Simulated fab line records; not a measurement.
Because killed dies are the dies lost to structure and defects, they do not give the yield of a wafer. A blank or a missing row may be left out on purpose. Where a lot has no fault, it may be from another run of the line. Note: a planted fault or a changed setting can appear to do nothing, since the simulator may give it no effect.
fab line records	flow n5-finfet
[record] lots = 9	wafers = 27	last-day = 18
route steps=1938 shown GATE_CUT@477 PASSIVATION@1936
lots untouched by any fault: they come from a run of this same line in which no faults occurred
start-h: start of the lot's first displayed wafer, in hours after the record's first day	wait-h: hours elapsed since this lot's preceding step	" as in the row above	L1.1+2: a single row standing in for several wafers	- no value, or no start given	* or withheld: withheld	< > ~ a bound
route shown NAME@n: a module of which the file shows steps, and the number in the route of the first	usual: mean/standard deviation of fault-free wafers	same: alike in all rows	chamber/n: place in a boat	sites: each site's reading	_std_site: their standard deviation	_edge_site: inner sites' mean taken away from outer sites' mean	radius-mm: for every site, how far away it sits from the centre of the wafer	mask NAME#n: copy n	behind: tool/chamber where the wafer was last shaped	hold: the reason the lot was held/the length of the hold in hours/how it ended	device: the n, p or np transistor that did not switch	end of line: the same wafers' tests at the end of the route	step lacking rows: just its recipe	killed: at the first sort, the dies lost to defects and structure; wafer yield is something else	map: a wafer's dies, x killed, . not, _ none there
set.NAME: the run value of the setting; set.NAME@STEP: its run value at that earlier step	model.NAME: the simulator's own value behind a step, which no gauge read
a sample of lots followed through the steps of the route, with each step as a table and each wafer as a row
services: when a tool's chamber went out of use (start-h, in hours from the record's first day, below 0 if earlier), for how many hours, and the reason
[[steps]]
[step N5_GATE_CUT_HM_DEP_46]
[recipe] material = SiO2	target-thk-a = 1300	temp-c = 400	precursor = TEOS/O2	pressure-torr = 6.5	rf-w = 900	teos-flow-sccm = 161.4	gas = O2	flow-sccm = 2650	time-s = 26.6
[usual] heater-power-w = 514/79	showerhead-plenum-p-Torr = 8.34/0.038	susceptor-temp-C = 399.97/0.22	throttle-valve-pct = 18.3/0.91
lot.wafer	tool	chamber	start-h	wait-h	heater-power-w	showerhead-plenum-p-Torr	susceptor-temp-C	throttle-valve-pct
L690.1	pecvd-01	2	97.77	0.0	595	8.27	399.76	17.7
L690.2	"	1	"	"	602	8.35	400.28	17.9
L690.4	"	1	"	"	609	8.36	400.04	17.5
L694.3	pecvd-02	0	118.97	0.0	625	8.35	400.25	19.2
L694.4	"	2	"	"	588	8.36	399.91	18.2
L694.6	"	1	"	"	423	8.33	399.67	20.3
L696.1	pecvd-01	1	129.37	0.0	487	8.36	400.31	17.6
L696.2	"	2	"	"	478	8.27	400.13	18.0
L696.3	"	0	"	"	352	8.35	399.90	18.3
L699.1	pecvd-01	1	147.65	0.0	564	8.37	400.01	17.9
L699.3	"	0	"	"	456	8.34	399.95	18.2
L699.6	"	2	"	"	494	8.28	400.00	17.7
L700.1	pecvd-01	1	156.99	0.0	567	8.37	399.75	17.4
L700.2	"	2	"	"	528	8.27	399.88	17.7
L700.5	"	2	"	"	548	8.28	399.73	17.8
L705.1	pecvd-01	2	184.26	0.0	486	8.27	400.06	17.7
L705.3	"	0	"	"	416	8.33	400.00	18.0
L705.4	"	2	"	"	501	8.26	399.73	18.1
L707.1	pecvd-03	0	196.17	0.0	544	8.33	399.63	17.2
L707.3	"	1	"	"	516	8.38	399.76	19.4
L707.4	"	1	"	"	554	8.41	399.86	19.1
L708.4	pecvd-01	0	205.21	0.1	429	8.36	399.76	18.2
L708.5	"	1	"	"	533	8.35	400.24	17.7
L708.6	"	2	"	"	483	8.28	399.98	18.0
L711.3	pecvd-03	0	221.71	0.1	485	8.35	400.30	17.4
L711.4	"	0	"	"	492	8.33	399.86	17.4
L711.5	"	0	"	"	488	8.35	399.95	17.4
[step N5_GATE_CUT_HM_OPEN_40]
[recipe] chemistry = C4F6/O2	target = SiO2	mask-material = SiARC	target-depth-a = 1390	time-s = 85.1	ion-energy-ev = 250	pressure-mtorr = 30	source-w = 345	bias-w = 185	Ar_flow_sccm = 300	C4F6_flow_sccm = 10	O2_flow_sccm = 10	ends = cleared
[usual] drypump-motor-current-A = 5.7/0.39	etch-rf-on-time-s = 94.2/1.7	oes-product-au = 0.72/0.076	rf-vpp-V = 663/8.2	showerhead-plenum-p-Torr = 2.86/0.089	throttle-valve-pct = 20.97/0.2
lot.wafer	tool	chamber	start-h	wait-h	drypump-motor-current-A	etch-rf-on-time-s	oes-product-au	rf-hours-counter-h	rf-vpp-V	showerhead-plenum-p-Torr	throttle-valve-pct
L690.1	rie-diel-04	3	98.40	0.0	6.3	94.8	0.71	116	673	2.86	20.79
L690.2	"	0	"	"	5.0	94.7	0.64	219	662	2.94	21.13
L690.4	"	1	"	"	5.1	95.0	0.71	114	663	2.87	21.04
L694.3	rie-diel-04	0	119.72	0.0	5.1	93.2	0.63	227	662	2.94	21.14
L694.4	"	1	"	"	5.0	95.7	0.70	121	660	2.86	21.04
L694.6	"	3	"	"	6.3	95.1	0.72	-	674	2.86	20.79
L696.1	rie-diel-06	3	130.74	0.0	5.8	93.0	0.67	184	651	2.73	21.22
L696.2	"	0	"	"	5.6	92.6	0.79	35	670	2.90	20.89
L696.3	"	0	"	"	5.6	92.0	0.80	-	672	2.90	20.89
L699.1	rie-diel-03	3	148.40	0.0	5.0	93.6	0.88	1	667	3.03	20.66
L699.3	"	2	"	"	5.7	94.5	0.80	29	653	2.79	20.67
L699.6	"	2	"	"	5.7	95.7	0.80	-	652	2.79	20.67
L700.1	rie-diel-06	3	157.62	0.0	5.8	92.0	0.66	195	654	2.72	21.24
L700.2	"	0	"	"	5.6	92.5	0.78	45	672	2.89	20.92
L700.5	"	3	"	"	5.8	97.2	0.65	-	654	2.72	21.24
L705.1	rie-diel-06	1	185.00	0.0	5.6	96.3	0.63	227	666	2.92	21.12
L705.3	"	3	"	"	5.8	94.3	0.66	200	655	2.72	21.25
L705.4	"	0	"	"	5.6	122.2	0.82	55	671	2.89	20.93
L707.1	rie-diel-03	0	196.92	0.0	6.3	94.7	0.65	221	648	2.71	21.17
L707.3	"	1	"	"	5.8	92.3	0.73	79	672	2.89	20.69
L707.4	"	3	"	"	5.0	94.6	0.82	-	666	3.02	20.70
L708.4	rie-diel-03	1	206.02	0.0	5.8	122.2	0.79	81	671	2.89	20.73
L708.5	"	2	"	"	5.7	124.2	0.85	-	653	2.78	20.72
L708.6	"	3	"	"	5.0	124.4	0.89	-	668	3.02	20.73
L711.3	rie-diel-06	1	222.37	0.0	5.6	94.9	0.63	238	667	2.92	21.15
L711.4	"	2	"	"	5.6	93.4	0.81	28	670	2.89	21.00
L711.5	"	0	"	"	5.6	93.3	0.75	-	670	2.88	20.94
[step N5_GATE_CUT_ETCH_19]
[recipe] chemistry = CH3F/O2	target = SiNx	mask-material = SiO2	target-depth-a = 537	time-s = 76.7	pressure-mtorr = 30	source-w = 395	bias-w = 73	Ar_flow_sccm = 150	CH3F_flow_sccm = 30	O2_flow_sccm = 20	ion-energy-ev = 120	ends = cleared
[usual] drypump-motor-current-A = 5.7/0.39	etch-rf-on-time-s = 77.1/1.1	oes-product-au = 0.68/0.072	rf-vpp-V = 296/3.7	showerhead-plenum-p-Torr = 2.01/0.066	throttle-valve-pct = 16.37/0.22
lot.wafer	tool	chamber	start-h	wait-h	drypump-motor-current-A	etch-rf-on-time-s	oes-product-au	rf-hours-counter-h	rf-vpp-V	showerhead-plenum-p-Torr	throttle-valve-pct
L690.1	rie-diel-04	3	98.52	0.0	6.3	77.3	0.68	116	301	2.01	16.19
L690.2	"	0	"	"	5.1	77.1	0.60	219	296	2.07	16.55
L690.4	"	1	"	"	5.0	77.1	0.67	114	296	2.01	16.45
L694.3	rie-diel-04	0	119.84	0.0	5.1	77.2	0.60	228	297	2.07	16.57
L694.4	"	1	"	"	5.0	77.5	0.66	121	296	2.01	16.46
L694.6	"	3	"	"	6.3	78.3	0.67	-	301	2.01	16.21
L696.1	rie-diel-06	3	130.92	0.0	5.8	76.5	0.64	184	292	1.91	16.63
L696.2	"	0	"	"	5.6	74.5	0.75	35	300	2.04	16.23
L696.3	"	0	"	"	5.6	74.5	0.76	-	300	2.04	16.23
L699.1	rie-diel-03	3	148.52	0.0	5.0	77.4	0.83	1	299	2.13	16.04
L699.3	"	2	"	"	5.7	78.6	0.76	29	291	1.96	16.03
L699.6	"	2	"	"	5.7	77.7	0.75	-	293	1.96	16.06
L700.1	rie-diel-06	3	157.74	0.0	5.8	78.3	0.62	195	292	1.91	16.66
L700.2	"	0	"	"	5.6	75.4	0.74	46	301	2.03	16.24
L700.5	"	3	"	"	5.8	78.1	0.62	-	293	1.91	16.66
L705.1	rie-diel-06	1	185.12	0.0	5.6	78.0	0.59	227	298	2.06	16.56
L705.3	"	3	"	"	5.8	77.7	0.62	200	292	1.91	16.65
L705.4	"	0	"	"	5.6	74.8	0.73	55	301	2.03	16.28
L707.1	rie-diel-03	0	197.04	0.0	6.3	77.6	0.61	221	289	1.90	16.60
L707.3	"	1	"	"	5.8	77.0	0.69	79	298	2.03	16.06
L707.4	"	3	"	"	5.0	78.4	0.77	-	298	2.13	16.06
L708.4	rie-diel-03	1	206.14	0.0	5.8	76.3	0.69	81	299	2.03	16.07
L708.5	"	2	"	"	5.7	78.2	0.74	-	290	1.95	16.08
L708.6	"	3	"	"	5.0	76.6	0.78	-	299	2.13	16.07
L711.3	rie-diel-06	1	222.49	0.0	5.6	78.7	0.58	238	297	2.05	16.59
L711.4	"	2	"	"	5.6	76.6	0.75	28	298	2.03	16.34
L711.5	"	0	"	"	5.6	76.1	0.71	-	300	2.03	16.27
[step N5_GATE_CUT_CUT_ETCH_54]
[recipe] chemistry = Cl2/BCl3	target = TiN	mask-material = SiO2	target-depth-a = 967	pressure-mtorr = 10	icp-w = 1000	bias-w = 126	Cl2_flow_sccm = 53.25	bcl3-flow-sccm = 21.75	Ar_flow_sccm = 25	ends = cleared
[usual] drypump-motor-current-A = 5.6/0.42	etch-rf-on-time-s = 36.3/0.55	oes-product-au = 0.71/0.088	throttle-valve-pct = 22.13/0.12
lot.wafer	tool	chamber	start-h	wait-h	drypump-motor-current-A	etch-rf-on-time-s	oes-product-au	rf-hours-counter-h	throttle-valve-pct
L690.1	rie-metal-01	0	98.69	0.0	5.6	35.8	0.89	1	22.14
L690.2	"	1	"	"	6.4	36.6	0.76	28	22.03
L690.4	"	0	"	"	5.6	35.8	0.86	-	22.12
L694.3	rie-metal-03	0	120.03	0.0	5.9	36.5	0.70	-	22.25
L694.4	"	1	"	"	5.0	36.3	0.72	-	22.03
L694.6	"	1	"	"	5.0	36.3	0.72	-	22.03
L696.1	rie-metal-02	0	131.13	0.0	5.3	37.2	0.76	20	22.26
L696.2	"	1	"	"	5.8	36.0	0.55	137	22.09
L696.3	"	1	"	"	5.8	36.0	0.55	-	22.08
L699.1	rie-metal-03	0	148.69	0.0	5.9	36.1	0.70	52	22.26
L699.3	"	1	"	"	5.0	36.0	0.72	-	22.03
L699.6	"	1	"	"	5.0	35.9	0.72	-	22.03
L700.1	rie-metal-01	1	157.91	0.0	6.4	36.2	0.74	35	22.02
L700.2	"	0	"	"	5.6	35.4	0.82	7	22.15
L700.5	"	0	"	"	5.6	35.4	0.82	-	22.15
L705.1	rie-metal-01	0	185.29	0.0	5.6	35.9	0.80	11	22.16
L705.3	"	1	"	"	6.4	36.9	0.73	-	22.04
L705.4	"	0	"	"	5.5	36.0	0.79	-	22.16
L707.1	rie-metal-03	1	197.20	0.0	5.0	36.0	0.71	38	22.03
L707.3	"	0	"	"	5.9	36.5	0.69	-	22.25
L707.4	"	1	"	"	5.0	36.0	0.71	-	22.04
L708.4	rie-metal-01	0	206.33	0.0	5.6	36.2	0.78	-	22.16
L708.5	"	0	"	"	5.6	36.2	0.79	-	22.17
L708.6	"	1	"	"	6.4	36.7	0.72	-	22.06
L711.3	rie-metal-03	0	222.68	0.0	5.9	36.5	0.68	-	22.26
L711.4	"	1	"	"	5.0	35.9	0.71	-	22.04
L711.5	"	0	"	"	5.9	36.5	0.68	-	22.25
[step N5_GATE_CUT_CUT_ETCH_55]
[recipe] chemistry = BCl3	target = HfO2	mask-material = SiO2	target-depth-a = 32	ion-energy-ev = 30	pressure-mtorr = 5	icp-w = 450	bias-w = 18	bcl3-flow-sccm = 80
[usual] drypump-motor-current-A = 5.6/0.42	oes-product-au = 0.79/0.098	throttle-valve-pct = 32.92/0.17
lot.wafer	tool	chamber	start-h	wait-h	drypump-motor-current-A	oes-product-au	rf-hours-counter-h	throttle-valve-pct
L690.1	rie-metal-01	0	98.75	0.0	5.5	0.97	1	32.87
L690.2	"	1	"	"	6.4	0.82	28	32.75
L690.4	"	0	"	"	5.6	0.97	-	32.85
L694.3	rie-metal-03	0	120.08	0.0	5.9	0.77	-	33.14
L694.4	"	1	"	"	5.0	0.80	-	32.70
L694.6	"	1	"	"	5.0	0.79	-	32.69
L696.1	rie-metal-02	0	131.19	0.0	5.3	0.84	20	33.10
L696.2	"	1	"	"	5.8	0.60	137	32.89
L696.3	"	1	"	"	5.8	0.60	-	32.87
L699.1	rie-metal-03	0	148.75	0.0	5.9	0.76	52	33.15
L699.3	"	1	"	"	5.0	0.80	-	32.69
L699.6	"	1	"	"	5.0	0.79	-	32.71
L700.1	rie-metal-01	1	157.97	0.0	6.4	0.81	35	32.76
L700.2	"	0	"	"	5.6	0.91	7	32.88
L700.5	"	0	"	"	5.6	0.91	-	32.88
L705.1	rie-metal-01	0	185.35	0.0	5.6	0.88	11	32.87
L705.3	"	1	"	"	6.4	0.79	-	32.78
L705.4	"	0	"	"	5.6	0.88	-	32.88
L707.1	rie-metal-03	1	197.26	0.0	5.0	0.79	38	32.71
L707.3	"	0	"	"	5.9	0.76	-	33.16
L707.4	"	1	"	"	5.0	0.79	-	32.72
L708.4	rie-metal-01	0	206.38	0.0	5.6	0.87	-	32.88
L708.5	"	0	"	"	5.6	0.86	-	32.88
L708.6	"	1	"	"	6.4	0.79	-	32.78
L711.3	rie-metal-03	0	222.73	0.0	5.9	0.74	-	33.18
L711.4	"	1	"	"	5.0	0.78	-	32.70
L711.5	"	0	"	"	5.9	0.75	-	33.18
[step N5_GATE_CUT_THK_MEAS_24]
[recipe] reads = SiO2_of_GATE_CUT_HM_DEP_46+SiO2_flowable_of_ILD0_FCVD_FILL_01
[usual] GC_FILL_THK = 220.0/1.9
lot.wafer	tool	chamber	start-h	wait-h	GC_FILL_THK[nm]
L690.1	film-metro-02	-	100.85	-	220.2
L690.2	"	-	"	"	218.4
L690.4	"	-	"	"	220.6
L694.3	film-metro-02	-	122.37	-	217.4
L694.4	"	-	"	"	220.0
L694.6	"	-	"	"	220.1
L696.1	film-metro-02	-	133.30	-	218.4
L696.2	"	-	"	"	219.4
L696.3	"	-	"	"	219.6
L699.1	film-metro-02	-	150.93	-	219.2
L699.3	"	-	"	"	218.7
L699.6	"	-	"	"	221.4
L700.1	film-metro-01	-	160.08	-	216.6
L700.2	"	-	"	"	218.7
L700.5	"	-	"	"	221.6
L705.1	film-metro-02	-	187.46	-	220.0
L705.3	"	-	"	"	221.4
L705.4	"	-	"	"	265.2
L707.1	film-metro-02	-	199.37	-	218.2
L707.3	"	-	"	"	217.2
L707.4	"	-	"	"	219.3
L708.4	film-metro-01	-	208.48	-	260.7
L708.5	"	-	"	"	260.9
L708.6	"	-	"	"	261.3
L711.3	film-metro-01	-	225.09	-	220.7
L711.4	"	-	"	"	221.2
L711.5	"	-	"	"	221.7
[step N5_PASSIVATION_PROBE_49]
[usual] killed_at_M0_to_M3 = 30/8.7	killed_at_M4_up = 14/5.4	killed-at-contacts = 11/6.4	killed-at-front-end = 40/12	killed-at-other = 3/3.1	killed-dies = 99/17	killed-open = 64/12	killed-short = 33/8.1
[same] gross-dies = 1180	killed-at-back-side = 0
lot.wafer	tool	chamber	start-h	wait-h	killed_at_M0_to_M3	killed_at_M4_up	killed-at-contacts	killed-at-front-end	killed-at-other	killed-dies	killed-open	killed-short
L696.1	prober-01	-	320.05	0.0	31	12	15	25	4	87	60	27
L696.2	prober-01	-	320.10	0.1	23	9	1	40	10	83	57	24
L696.3	prober-01	-	320.15	0.1	35	11	11	33	3	93	65	27
L699.1	prober-02	-	339.50	0.0	29	3	4	47	1	84	56	28
L699.3	prober-02	-	339.60	0.1	34	12	10	64	3	123	68	55
L699.6	prober-02	-	339.75	0.3	26	10	17	39	1	93	58	35
L700.1	prober-01	-	351.09	0.0	31	6	19	42	9	107	84	23
L700.2	prober-01	-	351.14	0.1	22	15	8	33	5	83	56	27
L700.5	prober-01	-	351.29	0.2	36	13	16	34	3	102	71	30
L705.1	prober-02	-	388.34	0.0	44	13	28	53	4	142	90	45
L705.3	prober-02	-	388.44	0.1	43	13	31	39	6	132	86	43
L705.4	prober-02	-	388.49	0.2	23	11	38	58	14	144	81	59
// killed by level:class
L696.1 MOL_CONTACT_COAG:geometric-particle:open=13 BEOL_M0_SAQP:geometric-particle:short=8 BEOL_M3:geometric-particle:open=8 STI_FIN_REVEAL:geometric-particle:open=6 BEOL_M0_SAQP:geometric-particle:open=6 DUMMY_GATE:geometric-particle:open=5 BEOL_M3:geometric-particle:short=5 FIN_SAQP:geometric-particle:open=4
L696.2 FIN_SAQP:geometric-particle:short=8 BEOL_M3:geometric-particle:open=8 STI_FIN_REVEAL:geometric-particle:open=7 FIN_SAQP:geometric-particle:open=6 PASS1_DEP:geometric-particle:open=6 DUMMY_GATE:geometric-particle:open=4 ILD0:geometric-particle:open=4 BEOL_M0_SAQP:geometric-particle:open=4
L696.3 MOL_CONTACT_COAG:geometric-particle:open=11 BEOL_M3:geometric-particle:open=11 BEOL_M3:geometric-particle:short=9 STI_FIN_REVEAL:geometric-particle:open=8 FIN_SAQP:geometric-particle:open=7 FIN_SAQP:geometric-particle:short=5 BEOL_M0_SAQP:geometric-particle:open=5 BEOL_M6:geometric-particle:open=4
L699.1 FIN_SAQP:geometric-particle:short=15 FIN_SAQP:geometric-particle:open=14 STI_FIN_REVEAL:geometric-particle:open=11 BEOL_M0_SAQP:geometric-particle:short=11 BEOL_M0_SAQP:geometric-particle:open=7 MOL_CONTACT_COAG:geometric-particle:open=4 BEOL_M3:geometric-particle:open=4 STARTING-WAFER:geometric-particle:open=4
L699.3 FIN_SAQP:geometric-particle:short=24 BEOL_M0_SAQP:geometric-particle:short=15 FIN_SAQP:geometric-particle:open=14 STI_FIN_REVEAL:geometric-particle:open=13 BEOL_M0_SAQP:geometric-particle:open=8 MOL_CONTACT_COAG:geometric-particle:open=7 BEOL_M3:geometric-particle:open=7 STI_FIN_REVEAL:geometric-particle:short=3
L699.6 MOL_CONTACT_COAG:geometric-particle:open=13 FIN_SAQP:geometric-particle:short=9 FIN_SAQP:geometric-particle:open=7 BEOL_M3:geometric-particle:open=6 BEOL_M2:geometric-particle:open=5 MOL_CONTACT_COAG:geometric-particle:short=4 BEOL_M0_SAQP:geometric-particle:short=4 STARTING-WAFER:geometric-particle:short=4
L700.1 MOL_CONTACT_COAG:geometric-particle:open=18 FIN_SAQP:geometric-particle:open=14 STI_FIN_REVEAL:geometric-particle:open=11 BEOL_M3:geometric-particle:open=8 BEOL_M0_SAQP:geometric-particle:open=8 BEOL_M1:geometric-particle:open=6 FIN_SAQP:geometric-particle:short=5 DUMMY_GATE:geometric-particle:open=4
L700.2 STI_FIN_REVEAL:geometric-particle:open=13 BEOL_M4:geometric-particle:open=7 MOL_CONTACT_COAG:geometric-particle:open=6 BEOL_M1:geometric-particle:open=6 BEOL_M0_SAQP:geometric-particle:open=4 STARTING-WAFER:geometric-particle:short=4 STI_FIN_REVEAL:geometric-particle:short=3 ILD0:geometric-particle:short=3
L700.5 MOL_CONTACT_COAG:geometric-particle:open=14 STI_FIN_REVEAL:geometric-particle:open=9 FIN_SAQP:geometric-particle:short=7 BEOL_M1:geometric-particle:open=7 BEOL_M0_SAQP:geometric-particle:open=6 BEOL_M3:geometric-particle:open=6 BEOL_M3:geometric-particle:short=6 BEOL_M4:geometric-particle:open=6
L705.1 MOL_CONTACT_COAG:geometric-particle:open=25 STI_FIN_REVEAL:geometric-particle:open=12 BEOL_M0_SAQP:geometric-particle:short=12 GATE_CUT:geometric-particle:short=8 BEOL_M2:geometric-particle:open=8 BEOL_M0_SAQP:geometric-particle:open=7 BEOL_M3:geometric-particle:open=7 FIN_SAQP:geometric-particle:short=6
L705.3 MOL_CONTACT_COAG:geometric-particle:open=23 BEOL_M0_SAQP:geometric-particle:open=15 STI_FIN_REVEAL:geometric-particle:open=10 BEOL_M0_SAQP:geometric-particle:short=10 BEOL_M3:geometric-particle:open=9 FIN_SAQP:geometric-particle:open=8 MOL_CONTACT_COAG:geometric-particle:short=8 STI_FIN_REVEAL:geometric-particle:short=6
L705.4 MOL_CONTACT_COAG:geometric-particle:open=27 FIN_SAQP:geometric-particle:open=11 MOL_CONTACT_COAG:geometric-particle:short=11 FIN_SAQP:geometric-particle:short=10 STI_FIN_REVEAL:geometric-particle:open=8 GATE_CUT:geometric-particle:short=7 BEOL_M1:geometric-particle:open=5 BEOL_M0_SAQP:geometric-particle:open=5
[[services]]
tool	chamber	start-h	hours	kind
rie-diel-03	1	74.24	13.3	repair
pecvd-01	-	77.65	2.2	repair
rie-metal-01	0	78.41	-	clean
rie-metal-01	0	78.41	13.4	scheduled-down
rie-metal-01	0	78.41	13.4	vent-cycle
rie-diel-06	1	95.07	7.2	repair
pecvd-03	-	95.35	3.2	repair
pecvd-02	-	97.15	1.0	repair
rie-diel-04	3	99.51	9.3	repair
rie-diel-06	2	102.54	-	clean
rie-diel-06	2	102.54	-	consumable-replace:focus-ring
rie-diel-06	2	102.54	34.1	scheduled-down
rie-diel-06	2	102.54	34.1	vent-cycle
rie-diel-03	-	115.29	0.2	repair
rie-diel-03	3	121.50	-	clean
rie-diel-03	3	121.50	-	consumable-replace:focus-ring
rie-diel-06	1	127.85	16.1	repair
pecvd-03	-	132.56	2.8	pm
rie-diel-03	1	137.57	4.6	repair
rie-metal-03	-	153.05	14.6	pm
pecvd-03	-	186.77	1.8	repair
rie-diel-03	2	186.97	12.4	repair
rie-diel-04	1	190.01	6.3	repair
rie-diel-04	3	202.72	22.6	repair
[[key]]
[first-sign] step = N5_GATE_CUT_HM_OPEN_40	reading = etch-rf-on-time-s	direction = up	sigmas = 17	usual = *	struck = *
[effect] step = N5_GATE_CUT_THK_MEAS_24	reading = GC_FILL_THK	direction = up	sigmas = 22	usual = 220.0	struck = 262.0
met-at N5_GATE_CUT_HM_DEP_46
struck-lots L705,L708
struck-wafers L705.4,L708.4,L708.5,L708.6
tester-left-out L705,L708
not-acting-at N5_GATE_CUT_ETCH_19,N5_GATE_CUT_CUT_ETCH_54,N5_GATE_CUT_CUT_ETCH_55
onset-between 156.99 184.26
[fault] kind = process-parameter-drift	tool = pecvd-01	chamber = -	onset-h = 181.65	steps = N5_GATE_CUT_HM_DEP_46	channel = time-s	offset = *	shape = step	end-h = 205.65	scope = struck-wafers-only	acts-in = *	stated = *
// tester-left-out: of these lots the tester's yield and bins aren't shown, on N5 and GAA mostly nor the transistor test; their killed dies are dies lost to structure and defects alone, not to doping, threshold or leakage, so they don't give the yield
